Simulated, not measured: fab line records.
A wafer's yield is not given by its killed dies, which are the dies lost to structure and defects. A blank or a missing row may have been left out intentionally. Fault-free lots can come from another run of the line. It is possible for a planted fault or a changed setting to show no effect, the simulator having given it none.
Which tool is to blame? -- flow n5-finfet -- 72 wafers from 24 lots sampled at 6 of the route's 1938 steps

## WHAT THE GAUGES SHOWED, per wafer
Not one reading of a measure or inspect step in the record can be checked against a usual standard deviation.

## WHICH TOOL RAN EACH LOT (tool, then ch and the chambers of the sampled wafers, then the start)
lot,N5_BEOL_M1_ANNEAL_82,N5_BEOL_M2_STRIP_66,N5_BEOL_M2_ETCH_41,N5_BEOL_M2_SPUTTER_79,N5_BEOL_M2_SPUTTER_88,N5_BEOL_M2_SPUTTER_90
L074,"pvd-sputter-03, day 6 03:06","rie-diel-05 ch 0,1,3, day 6 06:58","rie-diel-05 ch 0,2,3, day 6 14:39 or earlier","pvd-sputter-03, day 6 14:39","pvd-sputter-03, day 6 15:19","pvd-sputter-03, day 6 15:32"
L075,"pvd-sputter-02, day 6 15:05","rie-diel-06 ch 1,3, day 6 19:49","rie-diel-04 ch 0,1, day 7 00:10 or earlier","pvd-sputter-03, day 7 00:10","pvd-sputter-03, day 7 00:50","pvd-sputter-03, day 7 01:03"
L076,"pvd-sputter-01, day 6 18:35","rie-diel-05 ch 0,1,2, day 6 23:26","rie-diel-04 ch 0,1,2, day 7 10:38 or earlier","pvd-sputter-01, day 7 10:38","pvd-sputter-01, day 7 11:18","pvd-sputter-01, day 7 11:31"
L077,"pvd-sputter-02, day 7 02:20","rie-diel-04 ch 0,2,3, day 7 05:40","rie-diel-06 ch 1,2,3, day 8 05:59 or earlier","pvd-sputter-01, day 8 05:59","pvd-sputter-01, day 8 06:38","pvd-sputter-01, day 8 06:52"
L078,"pvd-sputter-01, day 7 03:58","rie-diel-05 ch 0,1,2, day 7 08:16","rie-diel-04 ch 1,3, day 8 06:07 or earlier","pvd-sputter-02, day 8 06:07","pvd-sputter-02, day 8 06:47","pvd-sputter-02, day 8 07:00"
L079,"pvd-sputter-01, day 7 19:29","rie-diel-04 ch 1,3, day 8 00:32","rie-diel-05 ch 0,2,3, day 8 08:04 or earlier","pvd-sputter-02, day 8 08:04","pvd-sputter-02, day 8 08:43","pvd-sputter-02, day 8 08:56"
L081,"pvd-sputter-01, day 7 21:57","rie-diel-06 ch 0,1,2, day 8 05:23","rie-diel-04 ch 1,2,3, day 8 08:50 or earlier","pvd-sputter-01, day 8 08:50","pvd-sputter-01, day 8 09:29","pvd-sputter-01, day 8 09:43"
L080,"pvd-sputter-01, day 8 01:32","rie-diel-06 ch 0,1,2, day 8 05:46","rie-diel-06 ch 1,2, day 8 14:14 or earlier","pvd-sputter-01, day 8 14:14","pvd-sputter-01, day 8 14:53","pvd-sputter-01, day 8 15:07"
L082,"pvd-sputter-01, day 8 03:37","rie-diel-04 ch 1,2,3, day 8 08:28","rie-diel-06 ch 1,2, day 8 15:34 or earlier","pvd-sputter-02, day 8 15:34","pvd-sputter-02, day 8 16:13","pvd-sputter-02, day 8 16:26"
L083,"pvd-sputter-02, day 8 18:46","rie-diel-06 ch 0,3, day 8 23:51","rie-diel-05 ch 1,3, day 9 05:18 or earlier","pvd-sputter-03, day 9 05:18","pvd-sputter-03, day 9 05:58","pvd-sputter-03, day 9 06:11"
L084,"pvd-sputter-02, day 8 21:26","rie-diel-06 ch 1,2,3, day 9 00:49","rie-diel-06 ch 0,3, day 9 05:25 or earlier","pvd-sputter-02, day 9 05:25","pvd-sputter-02, day 9 06:05","pvd-sputter-02, day 9 06:18"
L085,"pvd-sputter-01, day 9 05:22","rie-diel-05 ch 1,2,3, day 9 08:40","rie-diel-05 ch 0,1,3, day 9 12:23 or earlier","pvd-sputter-01, day 9 12:23","pvd-sputter-01, day 9 13:02","pvd-sputter-01, day 9 13:16"
L087,"pvd-sputter-02, day 9 17:35","rie-diel-05 ch 1,2,3, day 10 00:47","rie-diel-04 ch 0,3, day 10 07:23 or earlier","pvd-sputter-01, day 10 07:23","pvd-sputter-01, day 10 08:03","pvd-sputter-01, day 10 08:16"
L086,"pvd-sputter-01, day 10 04:08","rie-diel-04 ch 1,2,3, day 10 09:10","rie-diel-04 ch 0,2,3, day 10 15:23 or earlier","pvd-sputter-02, day 10 15:23","pvd-sputter-02, day 10 16:03","pvd-sputter-02, day 10 16:16"
L089,"pvd-sputter-03, day 10 04:20","rie-diel-06 ch 0,2,3, day 10 09:43","rie-diel-04 ch 1,2,3, day 10 15:59 or earlier","pvd-sputter-03, day 10 15:59","pvd-sputter-03, day 10 16:39","pvd-sputter-03, day 10 16:52"
L088,"pvd-sputter-02, day 10 06:05","rie-diel-04 ch 1,2, day 10 09:58","rie-diel-06 ch 0,1,3, day 10 19:33 or earlier","pvd-sputter-03, day 10 19:33","pvd-sputter-03, day 10 20:13","pvd-sputter-03, day 10 20:26"
L090,"pvd-sputter-03, day 10 10:19","rie-diel-05 ch 0,3, day 10 14:05","rie-diel-04 ch 0,1,3, day 10 20:36 or earlier","pvd-sputter-01, day 10 20:36","pvd-sputter-01, day 10 21:16","pvd-sputter-01, day 10 21:29"
L091,"pvd-sputter-03, day 10 14:15","rie-diel-05 ch 0,2,3, day 10 18:31","rie-diel-04 ch 0,2,3, day 10 23:34 or earlier","pvd-sputter-03, day 10 23:34","pvd-sputter-03, day 11 00:14","pvd-sputter-03, day 11 00:27"
L092,"pvd-sputter-01, day 10 19:04","rie-diel-04 ch 0,1,3, day 10 23:04","rie-diel-05 ch 0,2,3, day 11 06:01 or earlier","pvd-sputter-01, day 11 06:01","pvd-sputter-01, day 11 06:41","pvd-sputter-01, day 11 06:54"
L093,"pvd-sputter-01, day 10 23:29","rie-diel-05 ch 0,1,2, day 11 04:34","rie-diel-04 ch 0,2, day 11 08:24 or earlier","pvd-sputter-01, day 11 08:24","pvd-sputter-01, day 11 09:04","pvd-sputter-01, day 11 09:17"
L094,"pvd-sputter-02, day 11 09:05","rie-diel-04 ch 0,1,3, day 11 12:55","rie-diel-04 ch 0,1, day 11 18:02 or earlier","pvd-sputter-03, day 11 18:02","pvd-sputter-03, day 11 18:42","pvd-sputter-03, day 11 18:55"
L095,"pvd-sputter-01, day 11 22:43","rie-diel-06 ch 1,2,3, day 12 02:28","rie-diel-04 ch 0,1,2, day 12 16:11 or earlier","pvd-sputter-03, day 12 16:11","pvd-sputter-03, day 12 16:51","pvd-sputter-03, day 12 17:04"
L096,"pvd-sputter-01, day 12 04:29","rie-diel-06 ch 0,2,3, day 12 08:29","rie-diel-04 ch 1,2, day 12 17:51 or earlier","pvd-sputter-02, day 12 17:51","pvd-sputter-02, day 12 18:31","pvd-sputter-02, day 12 18:44"
L097,"pvd-sputter-03, day 12 14:15","rie-diel-05 ch 0,3, day 12 19:09","rie-diel-06 ch 0,3, day 13 00:02 or earlier","pvd-sputter-01, day 13 00:02","pvd-sputter-01, day 13 00:42","pvd-sputter-01, day 13 00:55"
- N5_BEOL_M1_ANNEAL_82: time 240 s.
- N5_BEOL_M2_STRIP_66: strips in CF4.
- N5_BEOL_M2_ETCH_41: etches SiCN in CH3F/O2, target depth 29.9 nm, time 52.5 s.
- N5_BEOL_M2_SPUTTER_79: material Cu, target thk 4.5 nm, time 8.29 s.
- N5_BEOL_M2_SPUTTER_88: material Cu, target thk 4.5 nm, time 8.29 s.
- N5_BEOL_M2_SPUTTER_90: material Cu, target thk 4.5 nm, time 8.29 s.

## AS READ BY THE TOOLS THEMSELVES (means over the sampled wafers that have a number; for cases with no such wafer, the mark the record gives instead)
N5_BEOL_M1_ANNEAL_82. Usual: heater-power-w 862 W, standard deviation 53; susceptor-temp-C 400.02 C, standard deviation 0.2.
lot,tool,heater-power-w (W),susceptor-temp-C (C),flag
L074,pvd-sputter-03,874,400.09,
L075,pvd-sputter-02,908,399.95,
L076,pvd-sputter-01,827,400.13,
L077,pvd-sputter-02,893,399.96,
L078,pvd-sputter-01,836,399.82,
L079,pvd-sputter-01,840,400.00,
L081,pvd-sputter-01,871,400.17,
L080,pvd-sputter-01,848,399.87,
L082,pvd-sputter-01,850,399.99,
L083,pvd-sputter-02,900,400.19,
L084,pvd-sputter-02,868,400.09,
L085,pvd-sputter-01,822,399.94,
L087,pvd-sputter-02,904,400.11,
L086,pvd-sputter-01,865,400.04,
L089,pvd-sputter-03,893,400.06,
L088,pvd-sputter-02,871,399.82,
L090,pvd-sputter-03,885,400.19,
L091,pvd-sputter-03,835,399.97,
L092,pvd-sputter-01,854,400.00,
L093,pvd-sputter-01,813,399.97,
L094,pvd-sputter-02,907,399.99,
L095,pvd-sputter-01,817,399.94,
L096,pvd-sputter-01,840,399.88,
L097,pvd-sputter-03,847,399.99,

N5_BEOL_M2_STRIP_66. Usual: drypump-motor-current-A 5.7 A, standard deviation 0.53; oes-product-au 0.77 a.u., standard deviation 0.076; rf-vpp-V 270.8 V, standard deviation 1.6; showerhead-plenum-p-Torr 1.77 Torr, standard deviation 0.061; throttle-valve-pct 13.66 %, standard deviation 0.22.
lot,tool,drypump-motor-current-A (A),oes-product-au (a.u.),rf-vpp-V (V),showerhead-plenum-p-Torr (Torr),throttle-valve-pct (%),flag
L074,rie-diel-05,5.7,0.75,271.1,1.76,13.77,
L075,rie-diel-06,5.4,0.80,268.5,1.69,13.60,
L076,rie-diel-05,6.1,0.76,270.4,1.76,13.76,
L077,rie-diel-04,5.2,0.73,271.6,1.81,13.71,
L078,rie-diel-05,6.1,0.75,271.0,1.76,13.77,
L079,rie-diel-04,5.5,0.82,271.2,1.79,13.70,
L081,rie-diel-06,5.9,0.76,269.5,1.75,13.60,
L080,rie-diel-06,5.9,0.76,269.7,1.75,13.61,
L082,rie-diel-04,5.2,0.76,271.6,1.80,13.71,
L083,rie-diel-06,5.6,0.82,271.8,1.75,13.44,
L084,rie-diel-06,5.4,0.83,270.4,1.74,13.50,
L085,rie-diel-05,6.0,0.74,270.6,1.76,13.69,
L087,rie-diel-05,6.0,0.74,271.6,1.76,13.71,
L086,rie-diel-04,5.2,0.74,271.9,1.79,13.75,
L089,rie-diel-06,5.7,0.90,270.6,1.78,13.28,
L088,rie-diel-04,5.5,0.79,271.5,1.83,13.74,
L090,rie-diel-05,5.6,0.72,271.4,1.77,13.82,
L091,rie-diel-05,5.9,0.74,270.4,1.77,13.70,
L092,rie-diel-04,5.6,0.75,271.0,1.80,13.77,
L093,rie-diel-05,6.1,0.73,269.3,1.75,13.85,
L094,rie-diel-04,5.6,0.74,270.8,1.80,13.80,
L095,rie-diel-06,5.4,0.80,270.3,1.74,13.54,
L096,rie-diel-06,5.7,0.87,269.9,1.78,13.31,
L097,rie-diel-05,5.5,0.72,271.1,1.76,13.75,

N5_BEOL_M2_ETCH_41. Usual: drypump-motor-current-A 5.6 A, standard deviation 0.54; oes-product-au 0.77 a.u., standard deviation 0.078; rf-vpp-V 297.2 V, standard deviation 1.7; showerhead-plenum-p-Torr 1.99 Torr, standard deviation 0.074; throttle-valve-pct 16.45 %, standard deviation 0.18.
lot,tool,drypump-motor-current-A (A),oes-product-au (a.u.),rf-vpp-V (V),showerhead-plenum-p-Torr (Torr),throttle-valve-pct (%),flag
L074,rie-diel-05,5.9,0.78,297.1,1.99,16.35,
L075,rie-diel-04,5.9,0.80,299.1,2.08,16.45,
L076,rie-diel-04,5.6,0.78,298.3,2.07,16.47,
L077,rie-diel-06,5.4,0.86,295.5,1.94,16.21,
L078,rie-diel-04,5.2,0.77,297.4,1.96,16.56,
L079,rie-diel-05,5.9,0.77,297.6,1.99,16.39,
L081,rie-diel-04,5.2,0.77,297.3,2.01,16.53,
L080,rie-diel-06,5.6,0.79,295.2,1.89,16.37,
L082,rie-diel-06,5.6,0.80,295.5,1.89,16.36,
L083,rie-diel-05,5.6,0.75,296.5,1.96,16.46,
L084,rie-diel-06,5.6,0.83,296.9,1.97,16.25,
L085,rie-diel-05,5.7,0.74,296.4,1.95,16.54,
L087,rie-diel-04,5.2,0.73,297.0,1.98,16.57,
L086,rie-diel-04,5.3,0.72,296.5,2.03,16.55,
L089,rie-diel-04,5.2,0.75,297.8,2.01,16.57,
L088,rie-diel-06,5.7,0.86,295.3,1.92,16.26,
L090,rie-diel-04,5.6,0.76,297.4,2.02,16.55,
L091,rie-diel-04,5.3,0.72,298.2,2.03,16.55,
L092,rie-diel-05,5.9,0.75,296.9,1.98,16.43,
L093,rie-diel-04,5.7,0.71,298.8,2.08,16.51,
L094,rie-diel-04,5.9,0.79,298.3,2.05,16.55,
L095,rie-diel-04,5.6,0.75,298.1,2.06,16.56,
L096,rie-diel-04,5.2,0.73,297.8,2.05,16.57,
L097,rie-diel-06,6.0,0.90,296.5,1.96,16.12,

N5_BEOL_M2_SPUTTER_79. Usual: susceptor-temp-C -19.99 C, standard deviation 0.11; throttle-valve-pct 30.6 %, standard deviation 1.2.
lot,tool,susceptor-temp-C (C),throttle-valve-pct (%),flag
L074,pvd-sputter-03,-19.95,29.4,
L075,pvd-sputter-03,-20.01,30.2,
L076,pvd-sputter-01,-19.87,31.1,
L077,pvd-sputter-01,-20.05,30.1,
L078,pvd-sputter-02,-19.97,30.5,
L079,pvd-sputter-02,-20.07,30.3,
L081,pvd-sputter-01,-20.03,31.4,
L080,pvd-sputter-01,-19.99,31.4,
L082,pvd-sputter-02,-19.96,30.1,
L083,pvd-sputter-03,-20.08,29.5,
L084,pvd-sputter-02,-19.97,30.1,
L085,pvd-sputter-01,-19.94,30.7,
L087,pvd-sputter-01,-19.94,31.9,
L086,pvd-sputter-02,-19.89,30.1,
L089,pvd-sputter-03,-19.98,29.4,
L088,pvd-sputter-03,-19.96,30.4,
L090,pvd-sputter-01,-19.97,30.1,
L091,pvd-sputter-03,-20.16,30.7,
L092,pvd-sputter-01,-20.01,31.4,
L093,pvd-sputter-01,-19.97,31.6,
L094,pvd-sputter-03,-19.98,29.3,
L095,pvd-sputter-03,-20.01,29.9,
L096,pvd-sputter-02,-20.11,30.7,
L097,pvd-sputter-01,-20.05,31.4,

N5_BEOL_M2_SPUTTER_88. Usual: susceptor-temp-C -20.00 C, standard deviation 0.11; throttle-valve-pct 30.6 %, standard deviation 1.2.
lot,tool,susceptor-temp-C (C),throttle-valve-pct (%),flag
L074,pvd-sputter-03,-20.05,29.6,
L075,pvd-sputter-03,-19.94,30.3,
L076,pvd-sputter-01,-20.01,31.0,
L077,pvd-sputter-01,-20.14,30.1,
L078,pvd-sputter-02,-19.98,30.5,
L079,pvd-sputter-02,-20.06,30.3,
L081,pvd-sputter-01,-19.99,31.4,
L080,pvd-sputter-01,-19.98,31.5,
L082,pvd-sputter-02,-20.01,30.1,
L083,pvd-sputter-03,-19.97,29.3,
L084,pvd-sputter-02,-20.07,30.1,
L085,pvd-sputter-01,-19.97,30.6,
L087,pvd-sputter-01,-19.88,31.9,
L086,pvd-sputter-02,-20.04,30.2,
L089,pvd-sputter-03,-19.93,29.3,
L088,pvd-sputter-03,-20.06,30.4,
L090,pvd-sputter-01,-19.99,30.2,
L091,pvd-sputter-03,-19.96,30.7,
L092,pvd-sputter-01,-19.96,31.5,
L093,pvd-sputter-01,-19.99,31.5,
L094,pvd-sputter-03,-19.91,29.3,
L095,pvd-sputter-03,-20.06,30.3,
L096,pvd-sputter-02,-20.00,30.7,
L097,pvd-sputter-01,-19.93,31.5,

N5_BEOL_M2_SPUTTER_90. Usual: susceptor-temp-C -19.99 C, standard deviation 0.12; throttle-valve-pct 30.6 %, standard deviation 1.1.
lot,tool,susceptor-temp-C (C),throttle-valve-pct (%),flag
L074,pvd-sputter-03,-20.12,29.5,
L075,pvd-sputter-03,-19.98,30.1,
L076,pvd-sputter-01,-19.86,31.0,
L077,pvd-sputter-01,-19.93,30.2,
L078,pvd-sputter-02,-19.87,30.5,
L079,pvd-sputter-02,-19.93,30.3,
L081,pvd-sputter-01,-19.93,31.4,
L080,pvd-sputter-01,-20.09,31.5,
L082,pvd-sputter-02,-20.12,30.1,
L083,pvd-sputter-03,-20.01,29.3,
L084,pvd-sputter-02,-20.08,30.1,
L085,pvd-sputter-01,-19.96,30.4,
L087,pvd-sputter-01,-20.03,31.9,
L086,pvd-sputter-02,-19.89,30.0,
L089,pvd-sputter-03,-20.08,29.2,
L088,pvd-sputter-03,-20.11,30.4,
L090,pvd-sputter-01,-20.01,30.3,
L091,pvd-sputter-03,-20.01,30.7,
L092,pvd-sputter-01,-20.06,31.3,
L093,pvd-sputter-01,-19.91,31.5,
L094,pvd-sputter-03,-19.95,29.5,
L095,pvd-sputter-03,-19.86,30.3,
L096,pvd-sputter-02,-20.04,30.8,
L097,pvd-sputter-01,-19.97,31.5,

## THE ANSWER, worked out from the rows above alone
Rule: take the mean of a lot's wafers that have a number; if it is more than 3 standard deviations from the usual mean, the lot is off. A lot without any number at a reading at which 4 lots or more have one is off too. Any other lot the step has rows for is counted as sound. Order of review: gauges by route order, followed by the tools' own readings, for which a lot's mean as printed above is used. At the first step where some lot is off, the reading lying furthest off is the one used; lots without a number count as furthest.
None of the lots is off at any reading shown; this tells nothing.

## WHAT WAS PUT IN BY THE SIMULATOR
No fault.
